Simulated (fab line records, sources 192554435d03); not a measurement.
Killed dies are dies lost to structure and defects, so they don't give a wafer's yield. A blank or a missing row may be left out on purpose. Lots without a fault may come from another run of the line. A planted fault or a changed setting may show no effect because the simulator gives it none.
Which tool did it? | flow n5_finfet | 10 lots, 28 wafers sampled, at 4 steps of a route of 1938

WHAT THE GAUGES READ, wafer by wafer
N5_BEOL_M14_THK_MEAS_01.
lot  | measured     | on            | M14_ILD_THK (nm)
L418 | day 10 23:00 | film_metro-01 | 1117 1113 1137
L421 | day 12 05:52 | film_metro-02 | 1154 1148 1133
L427 | day 14 02:13 | film_metro-02 | 1129 1528 1529
L431 | day 14 10:43 | film_metro-02 | 1132 1523
L430 | day 14 17:32 | film_metro-02 | 1149 1523
L435 | day 15 09:53 | film_metro-02 | 1120 1137 1135
L433 | day 15 16:35 | film_metro-01 | 1120 1115 1145
L436 | day 15 23:07 | film_metro-01 | 1122 1139 1134
L438 | day 16 10:23 | film_metro-01 | 1128 1149 1148
L441 | day 17 09:36 | film_metro-01 | 1124 1133 1125

WHICH TOOL RAN EACH LOT (tool, then ch and the chambers of the sampled wafers, then the start)
lot  | N5_BEOL_M13_ETCH_67                | N5_BEOL_M13_DEGAS_41         | N5_BEOL_M14_ILD_DEP_00
L418 | rie_diel-06 ch 0,2,3, day 10 20:18 | pvd_sputter-01, day 10 21:22 | pecvd-01 ch 0,1, day 10 22:49
L421 | rie_diel-04 ch 1,2,3, day 12 01:48 | pvd_sputter-03, day 12 04:22 | pecvd-01 ch 0,1,2, day 12 05:45
L427 | rie_diel-04 ch 0,2,3, day 13 19:10 | pvd_sputter-01, day 13 23:42 | pecvd-01 ch 1,2, day 14 02:01
L431 | rie_diel-04 ch 3, day 14 05:49     | pvd_sputter-03, day 14 08:51 | pecvd-01 ch 0,2, day 14 10:32
L430 | rie_diel-03 ch 2,3, day 14 11:41   | pvd_sputter-03, day 14 16:03 | pecvd-01 ch 0,1, day 14 17:26
L435 | rie_diel-06 ch 0,2, day 15 07:11   | pvd_sputter-02, day 15 08:23 | pecvd-04 ch 0,1,2, day 15 09:41
L433 | rie_diel-03 ch 1,2, day 15 12:12   | pvd_sputter-02, day 15 14:19 | pecvd-04 ch 0,1,2, day 15 16:23
L436 | rie_diel-03 ch 0,2, day 15 18:04   | pvd_sputter-02, day 15 21:28 | pecvd-02 ch 0,1,2, day 15 22:55
L438 | rie_diel-03 ch 2,3, day 16 07:32   | pvd_sputter-03, day 16 08:39 | pecvd-02 ch 0,2, day 16 10:12
L441 | rie_diel-06 ch 1,2,3, day 17 06:02 | pvd_sputter-03, day 17 07:58 | pecvd-02 ch 0,1,2, day 17 09:25
- N5_BEOL_M13_ETCH_67: etches SiARC in CF4, target depth 143 nm, time 238.3 s.
- N5_BEOL_M13_DEGAS_41: time 60 s.
- N5_BEOL_M14_ILD_DEP_00: deposits SiO2 from TEOS/O2, target thk 1119.3 nm, time 237.4 s.

THE ANSWER, worked out from the rows above alone
Rule: what is usual is taken from the lots themselves. Put in order of their means at a reading, lots are off if they are a third of the lots or fewer, leave a main group of 4 or more, and stand apart from it by a gap of 3 or more times the standard deviation of the main group's means; of several such gaps the widest counts. A main group whose means are all the same, to the digits that the tables above print for the reading, isn't used. A lot without any number at a reading at which 4 lots or more have one is off too. The other lots that the step has rows for count as sound.
Off: L427, L431, L430, at N5_BEOL_M14_THK_MEAS_01 (M14_ILD_THK). The main group: mean 1132 nm, standard deviation 7.6.
A tool fits if, at a process step before that reading, it ran every lot that is off, and no sound lot after the first of them. The gauges at N5_BEOL_M14_THK_MEAS_01 are tried like those tools. One fits: pecvd-01 at N5_BEOL_M14_ILD_DEP_00. Its last sound lot is L421 (day 12 05:45), its first lot that is off L427 (day 14 02:01): a fault that began between those two fits.

WHAT THE SIMULATOR HAD PUT IN
Process parameter drift: pecvd-01, from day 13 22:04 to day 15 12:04, at N5_BEOL_M14_ILD_DEP_00. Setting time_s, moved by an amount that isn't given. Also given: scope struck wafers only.
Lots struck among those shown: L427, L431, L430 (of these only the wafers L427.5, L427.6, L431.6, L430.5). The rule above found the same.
